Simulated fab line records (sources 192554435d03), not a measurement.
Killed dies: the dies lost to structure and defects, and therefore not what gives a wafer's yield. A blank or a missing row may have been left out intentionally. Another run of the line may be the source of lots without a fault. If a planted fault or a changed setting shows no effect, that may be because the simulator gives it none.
Which tool is to blame? | flow n5-finfet | 23 lots with 69 wafers sampled at 3 steps, on a route of 1938 steps

== WHAT EACH GAUGE READ, for each wafer ==
N5_BEOL_M11_CD_MEAS_28: the cd target is 70 nm.
lot  | measured     | on        | cd-nm (nm)
L074 | day 10 12:49 | cd-sem-01 | 69.3 69.4 69.9
L075 | day 10 15:35 | cd-sem-01 | 69.1 69.7 70.3
L076 | day 10 23:46 | cd-sem-01 | 70.1 68.8 69.7
L078 | day 11 02:24 | cd-sem-01 | 70.5 70.1 69.9
L079 | day 12 00:50 | cd-sem-03 | 71.5 70.3 70.3
L080 | day 12 14:02 | cd-sem-01 | 69.8 69.9 69.8
L081 | day 12 17:58 | cd-sem-03 | 71.9 70.1 71.7
L084 | day 13 22:38 | cd-sem-01 | 69.3 69.3 69.4
L087 | day 14 01:14 | cd-sem-01 | 69.9 69.6 69.4
L083 | day 14 02:45 | cd-sem-02 | 69.9 70.6 69.9
L082 | day 14 05:14 | cd-sem-01 | 69.9 70.7 71.2
L086 | day 14 07:38 | cd-sem-01 | 69.9 70.6 70.0
L085 | day 14 12:28 | cd-sem-01 | 69.0 69.8 69.5
L088 | day 14 15:53 | cd-sem-02 | 71.5 71.3 69.7
L089 | day 15 07:19 | cd-sem-03 | 68.1 67.9 68.5
L091 | day 15 17:01 | cd-sem-01 | 69.9 70.5 71.3
L090 | day 15 16:51 | cd-sem-03 | 69.5 70.5 70.3
L092 | day 15 20:35 | cd-sem-01 | 68.5 69.1 68.8
L094 | day 15 20:45 | cd-sem-03 | 70.3 69.3 69.9
L093 | day 15 20:55 | cd-sem-03 | 69.6 68.9 70.3
L095 | day 16 03:45 | cd-sem-03 | 69.8 70.5 70.3
L096 | day 16 09:32 | cd-sem-02 | 70.4 70.3 70.0
L097 | day 17 02:41 | cd-sem-03 | 69.8 70.8 69.7

== WHICH TOOL RAN EACH LOT (tool, then ch and the chambers of the sampled wafers, then the start) ==
lot  | N5_BEOL_M11_STRIP_67               | N5_BEOL_M11_STRIP_19
L074 | rie-diel-04 ch 1,3, day 10 12:02   | rie-diel-04 ch 0,1, day 10 12:15
L075 | rie-diel-04 ch 1,3, day 10 14:57   | rie-diel-03 ch 0,1,2, day 10 15:06
L076 | rie-diel-05 ch 1,3, day 10 20:52   | rie-diel-04 ch 0,2,3, day 10 21:04
L078 | rie-diel-03 ch 2,3, day 11 01:43   | rie-diel-04 ch 1,2,3, day 11 01:55
L079 | rie-diel-04 ch 0,1, day 11 22:28   | rie-diel-05 ch 2,3, day 11 22:43
L080 | rie-diel-03 ch 0,1,3, day 12 10:12 | rie-diel-04 ch 0,2,3, day 12 10:28
L081 | rie-diel-04 ch 0,1,3, day 12 15:49 | rie-diel-03 ch 1,2,3, day 12 15:58
L084 | rie-diel-03 ch 0,3, day 13 18:36   | rie-diel-04 ch 1,2, day 13 18:45
L087 | rie-diel-03 ch 0,1, day 14 00:08   | rie-diel-04 ch 1,2, day 14 00:24
L083 | rie-diel-05 ch 0,2,3, day 14 02:04 | rie-diel-03 ch 0,1,2, day 14 02:14
L082 | rie-diel-05 ch 1,2, day 14 03:17   | rie-diel-03 ch 0,2,3, day 14 03:27
L086 | rie-diel-04 ch 0,1,3, day 14 06:50 | rie-diel-03 ch 0,2,3, day 14 07:00
L085 | rie-diel-05 ch 1,2,3, day 14 11:09 | rie-diel-05 ch 0,1,3, day 14 11:24
L088 | rie-diel-04 ch 0,1,3, day 14 15:16 | rie-diel-05 ch 1,2,3, day 14 15:25
L089 | rie-diel-03 ch 0,1,3, day 15 04:04 | rie-diel-03 ch 0,1,2, day 15 04:13
L091 | rie-diel-04 ch 0,1,3, day 15 13:00 | rie-diel-04 ch 0,1,2, day 15 13:10
L090 | rie-diel-05 ch 0,1, day 15 13:28   | rie-diel-04 ch 2,3, day 15 13:53
L092 | rie-diel-04 ch 1,2,3, day 15 18:31 | rie-diel-05 ch 1,2, day 15 18:43
L094 | rie-diel-04 ch 0,1,3, day 15 18:47 | rie-diel-05 ch 1,2, day 15 19:01
L093 | rie-diel-04 ch 0,1,2, day 15 19:02 | rie-diel-04 ch 0,1,2, day 15 19:13
L095 | rie-diel-04 ch 0,2,3, day 16 02:22 | rie-diel-03 ch 1,3, day 16 02:32
L096 | rie-diel-05 ch 0,1,2, day 16 08:40 | rie-diel-05 ch 0,1,3, day 16 08:49
L097 | rie-diel-05 ch 0,2, day 17 00:55   | rie-diel-03 ch 0,1,2, day 17 01:10
- N5_BEOL_M11_STRIP_67: strips in CF4.
- N5_BEOL_M11_STRIP_19: strips in O2.

== WHAT THE TOOLS THEMSELVES READ (means of the sampled wafers that have a number; where no wafer has one, the mark that the record gives instead) ==
N5_BEOL_M11_STRIP_67.
lot  | tool        | chamber-pressure-mTorr (mTorr) | drypump-motor-current-A (A) | oes-product-au (a.u.) | rf-vpp-V (V) | showerhead-plenum-p-Torr (Torr) | throttle-valve-pct (%)
L074 | rie-diel-04 | 49.98                          | 5.0                         | 0.81                  | 274.0        | 1.88                            | 13.65
L075 | rie-diel-04 | 49.98                          | 5.1                         | 0.76                  | 272.3        | 1.87                            | 13.74
L076 | rie-diel-05 | 50.02                          | 5.8                         | 0.73                  | 269.4        | 1.74                            | 13.55
L078 | rie-diel-03 | 49.99                          | 5.7                         | 0.86                  | 271.7        | 1.75                            | 13.46
L079 | rie-diel-04 | 50.00                          | 5.4                         | 0.77                  | 271.4        | 1.82                            | 13.65
L080 | rie-diel-03 | 49.97                          | 5.7                         | 0.73                  | 270.9        | 1.79                            | 13.65
L081 | rie-diel-04 | 49.97                          | 5.2                         | 0.76                  | 272.9        | 1.84                            | 13.72
L084 | rie-diel-03 | 49.98                          | 6.0                         | 0.75                  | 270.5        | 1.75                            | 13.56
L087 | rie-diel-03 | 50.03                          | 5.4                         | 0.70                  | 271.2        | 1.82                            | 13.76
L083 | rie-diel-05 | 49.99                          | 5.5                         | 0.80                  | 270.9        | 1.80                            | 13.52
L082 | rie-diel-05 | 49.95                          | 6.0                         | 0.73                  | 270.1        | 1.76                            | 13.61
L086 | rie-diel-04 | 49.98                          | 5.2                         | 0.75                  | 272.2        | 1.84                            | 13.74
L085 | rie-diel-05 | 50.00                          | 5.9                         | 0.72                  | 269.3        | 1.76                            | 13.64
L088 | rie-diel-04 | 49.97                          | 5.3                         | 0.75                  | 272.1        | 1.84                            | 13.74
L089 | rie-diel-03 | 50.02                          | 5.7                         | 0.82                  | 270.4        | 1.78                            | 13.50
L091 | rie-diel-04 | 50.02                          | 5.3                         | 0.75                  | 271.4        | 1.84                            | 13.76
L090 | rie-diel-05 | 50.02                          | 5.1                         | 0.85                  | 270.8        | 1.79                            | 13.38
L092 | rie-diel-04 | 49.95                          | 5.2                         | 0.78                  | 270.8        | 1.83                            | 13.63
L094 | rie-diel-04 | 50.05                          | 5.2                         | 0.75                  | 271.6        | 1.84                            | 13.76
L093 | rie-diel-04 | 49.96                          | 5.2                         | 0.79                  | 271.1        | 1.81                            | 13.57
L095 | rie-diel-04 | 50.02                          | 5.4                         | 0.75                  | 271.3        | 1.80                            | 13.66
L096 | rie-diel-05 | 49.99                          | 5.5                         | 0.78                  | 270.0        | 1.78                            | 13.52
L097 | rie-diel-05 | 50.00                          | 5.7                         | 0.78                  | 270.9        | 1.80                            | 13.56

N5_BEOL_M11_STRIP_19.
lot  | tool        | chamber-pressure-mTorr (mTorr) | drypump-motor-current-A (A) | oes-product-au (a.u.) | rf-vpp-V (V) | showerhead-plenum-p-Torr (Torr) | throttle-valve-pct (%)
L074 | rie-diel-04 | 30.01                          | 5.1                         | 0.81                  | 3.2          | 2.17                            | 16.67
L075 | rie-diel-03 | 30.00                          | 5.4                         | 0.79                  | 3.8          | 2.10                            | 16.66
L076 | rie-diel-04 | 29.97                          | 5.4                         | 0.79                  | 3.9          | 2.10                            | 16.64
L078 | rie-diel-04 | 30.00                          | 5.1                         | 0.82                  | 3.2          | 2.14                            | 16.63
L079 | rie-diel-05 | 30.00                          | 6.0                         | 0.74                  | 4.1          | 2.09                            | 16.68
L080 | rie-diel-04 | 30.05                          | 5.4                         | 0.77                  | 3.4          | 2.10                            | 16.65
L081 | rie-diel-03 | 30.01                          | 5.6                         | 0.78                  | 4.4          | 2.07                            | 16.68
L084 | rie-diel-04 | 29.97                          | 5.2                         | 0.85                  | 3.6          | 2.09                            | 16.45
L087 | rie-diel-04 | 29.96                          | 5.2                         | 0.85                  | 3.2          | 2.09                            | 16.46
L083 | rie-diel-03 | 30.02                          | 5.4                         | 0.76                  | 3.3          | 2.09                            | 16.69
L082 | rie-diel-03 | 30.04                          | 5.7                         | 0.79                  | 3.2          | 2.05                            | 16.63
L086 | rie-diel-03 | 29.96                          | 5.7                         | 0.79                  | 3.3          | 2.05                            | 16.63
L085 | rie-diel-05 | 30.04                          | 5.5                         | 0.79                  | 3.4          | 2.08                            | 16.62
L088 | rie-diel-05 | 30.01                          | 5.9                         | 0.73                  | 3.7          | 2.06                            | 16.71
L089 | rie-diel-03 | 29.97                          | 5.4                         | 0.85                  | 3.1          | 2.09                            | 16.57
L091 | rie-diel-04 | 30.02                          | 5.3                         | 0.79                  | 3.2          | 2.10                            | 16.63
L090 | rie-diel-04 | 30.00                          | 5.3                         | 0.79                  | 4.5          | 2.07                            | 16.56
L092 | rie-diel-05 | 30.00                          | 6.0                         | 0.72                  | 3.5          | 2.06                            | 16.67
L094 | rie-diel-05 | 29.99                          | 6.0                         | 0.72                  | 3.8          | 2.05                            | 16.67
L093 | rie-diel-04 | 29.96                          | 5.3                         | 0.79                  | 3.5          | 2.10                            | 16.63
L095 | rie-diel-03 | 30.00                          | 5.9                         | 0.82                  | 3.5          | 2.05                            | 16.59
L096 | rie-diel-05 | 30.03                          | 5.4                         | 0.77                  | 3.2          | 2.08                            | 16.65
L097 | rie-diel-03 | 30.01                          | 5.4                         | 0.82                  | 3.4          | 2.08                            | 16.60

== THE ANSWER, worked out from the rows above alone ==
Rule: usual is defined by the lots themselves. The widest of any qualifying gaps counts: lots, ordered by their means at a reading, are off when they make up no more than a third of the lots, leave a main group of 4 or more, and stand apart from it by 3 or more times the standard deviation of that group's means. Not used: any main group whose means are identical at the precision the tables above print for the reading. Also off: a lot with no number at a reading for which 4 or more lots have one. Where the step has rows for the other lots, those lots are counted as sound. After the gauges, taken in route order, come the tools' own readings; for these a lot's mean is taken, as printed above. At the first step where some lot is off, the reading lying furthest off is the one used; lots without a number count as furthest.
No lot is off on any of the readings shown, so nothing can be concluded from this.

== WHAT THE SIMULATOR PUT IN ==
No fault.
